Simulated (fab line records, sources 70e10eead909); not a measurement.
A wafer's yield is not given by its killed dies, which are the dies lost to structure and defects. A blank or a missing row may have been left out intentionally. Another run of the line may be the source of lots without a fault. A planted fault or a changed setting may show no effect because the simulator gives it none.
Which tool is to blame? / flow nand_harc / 12 lots, 36 wafers sampled, at 2 steps of a route of 1159

## WHAT THE GAUGES READ, wafer by wafer
NHARC_P_ZERO_WELL_CD_MEAS_52: the cd target is 2000 nm.
lot=L075; measured=day 1 23:52; on=cd_sem-03; cd_nm (nm)=2000.6 1998.7 2000.5
lot=L077; measured=day 2 11:48; on=cd_sem-03; cd_nm (nm)=2002.3 2001.7 2001.7
lot=L079; measured=day 2 23:44; on=cd_sem-03; cd_nm (nm)=1998.3 2000.7 1999.6
lot=L081; measured=day 3 11:32; on=cd_sem-01; cd_nm (nm)=2001.6 1999.8 1999.8
lot=L083; measured=day 4 00:04; on=cd_sem-03; cd_nm (nm)=2001.6 2000.1 2000.8
lot=L085; measured=day 4 11:28; on=cd_sem-03; cd_nm (nm)=1999.4 2001.2 1999.8
lot=L087; measured=day 4 23:47; on=cd_sem-01; cd_nm (nm)=2000.9 2000.6 1998.7
lot=L089; measured=day 5 11:53; on=cd_sem-03; cd_nm (nm)=2001.0 2001.3 2002.0
lot=L091; measured=day 5 23:55; on=cd_sem-01; cd_nm (nm)=2000.3 2001.5 2000.0
lot=L093; measured=day 6 11:47; on=cd_sem-01; cd_nm (nm)=2000.0 1999.6 1998.9
lot=L095; measured=day 6 23:38; on=cd_sem-03; cd_nm (nm)=2001.9 2002.1 2003.3
lot=L097; measured=day 7 11:48; on=cd_sem-01; cd_nm (nm)=1999.4 1998.6 1999.1

## WHICH TOOL RAN EACH LOT (tool, then ch and the chambers of the sampled wafers, then the start)
lot=L075; NHARC_P_ZERO_WELL_DESCUM_26=rie_diel-13 ch 1,2,3, day 1 20:46
lot=L077; NHARC_P_ZERO_WELL_DESCUM_26=rie_diel-08 ch 0,1, day 2 08:38
lot=L079; NHARC_P_ZERO_WELL_DESCUM_26=rie_diel-13 ch 0,1,2, day 2 20:37
lot=L081; NHARC_P_ZERO_WELL_DESCUM_26=rie_diel-08 ch 0,1,2, day 3 08:40
lot=L083; NHARC_P_ZERO_WELL_DESCUM_26=rie_diel-08 ch 0,1,3, day 3 21:11
lot=L085; NHARC_P_ZERO_WELL_DESCUM_26=rie_diel-08 ch 0,3, day 4 08:35
lot=L087; NHARC_P_ZERO_WELL_DESCUM_26=rie_diel-13 ch 0,2,3, day 4 20:38
lot=L089; NHARC_P_ZERO_WELL_DESCUM_26=rie_diel-07 ch 0,2,3, day 5 08:45
lot=L091; NHARC_P_ZERO_WELL_DESCUM_26=rie_diel-07 ch 1,2,3, day 5 20:49
lot=L093; NHARC_P_ZERO_WELL_DESCUM_26=rie_diel-13 ch 0,3, day 6 08:46
lot=L095; NHARC_P_ZERO_WELL_DESCUM_26=rie_diel-08 ch 1,2,3, day 6 20:38
lot=L097; NHARC_P_ZERO_WELL_DESCUM_26=rie_diel-13 ch 0,1,2, day 7 08:42
- NHARC_P_ZERO_WELL_DESCUM_26: chemistry O2, time 3 s.

## THE ANSWER, worked out from the rows above alone
Rule: the lots themselves supply what counts as usual. Put in order of their means at a reading, lots are off if they are a third of the lots or fewer, leave a main group of 4 or more, and stand apart from it by a gap of 3 or more times the standard deviation of the main group's means; of several such gaps the widest counts. A main group whose means are all the same, to the digits that the tables above print for the reading, isn't used. Also off: a lot with no number at a reading for which 4 or more lots have one. The other lots that the step has rows for count as sound.
No lot is off at any reading shown: from this, nothing can be told.

## WHAT THE SIMULATOR HAD PUT IN
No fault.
